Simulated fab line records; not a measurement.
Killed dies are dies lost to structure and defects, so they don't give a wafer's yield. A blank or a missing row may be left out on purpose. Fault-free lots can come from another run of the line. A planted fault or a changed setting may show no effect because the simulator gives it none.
Which tool did it?	flow n5 finfet	route of 1938 steps, sampled at 1 step: 12 lots, 34 wafers

== WHAT EACH GAUGE READ, for each wafer ==
N5_BEOL_M10_OVL_MEAS_29.
lot	measured	on	V9_OVL (nm)
L765	day 10 08:29	overlay-01	-0.9 -0.4 -1.5
L766	day 10 16:02	overlay-01	-1.6 -1.5 0.7
L768	day 10 19:35	overlay-01	-0.3 -1.2 0.1
L767	day 10 22:35	overlay-02	-1.3 -0.2 -0.5
L770	day 12 04:35	overlay-02	-1.9 -0.8 -1.7
L769	day 12 04:46	overlay-01	0.3 -0.5
L773	day 12 11:07	overlay-02	-0.6 0.1 -0.4
L771	day 12 13:07	overlay-02	0.0 0.1 -0.5
L772	day 12 14:02	overlay-01	0.1 -0.2 0.9
L782	day 15 02:23	overlay-01	0.5 0.3
L783	day 15 02:39	overlay-02	-0.3 -1.2 -0.1
L784	day 15 13:20	overlay-02	0.1 -0.4 0.1

== EACH LOT AND THE TOOL THAT RAN IT (in order: tool; ch and the chambers of the sampled wafers; start) ==
Record: no process step prior to these readings.

== WHAT THE TOOLS THEMSELVES READ (means of the sampled wafers that have a number; where no wafer has one, the mark that the record gives instead) ==
The record holds no such reading with a usual standard deviation.

== THE ANSWER, worked out from the rows above alone ==
Rule: what is usual is taken from the lots themselves. The widest of any qualifying gaps counts: lots, ordered by their means at a reading, are off when they make up no more than a third of the lots, leave a main group of 4 or more, and stand apart from it by 3 or more times the standard deviation of that group's means. The tables above print the reading to a certain number of digits; a main group whose means all agree to those digits is not used. A lot without any number at a reading at which 4 lots or more have one is off too. Any other lot the step has rows for is counted as sound. The gauges are gone through in route order, then the tools' own readings, and for those a lot's mean is taken as printed above. The first step at which some lot is off is used, and at that step the reading that is off furthest; a lot without a number counts as furthest.
Nothing can be told from this: no lot is off at any reading shown.

== WHAT WAS PUT IN BY THE SIMULATOR ==
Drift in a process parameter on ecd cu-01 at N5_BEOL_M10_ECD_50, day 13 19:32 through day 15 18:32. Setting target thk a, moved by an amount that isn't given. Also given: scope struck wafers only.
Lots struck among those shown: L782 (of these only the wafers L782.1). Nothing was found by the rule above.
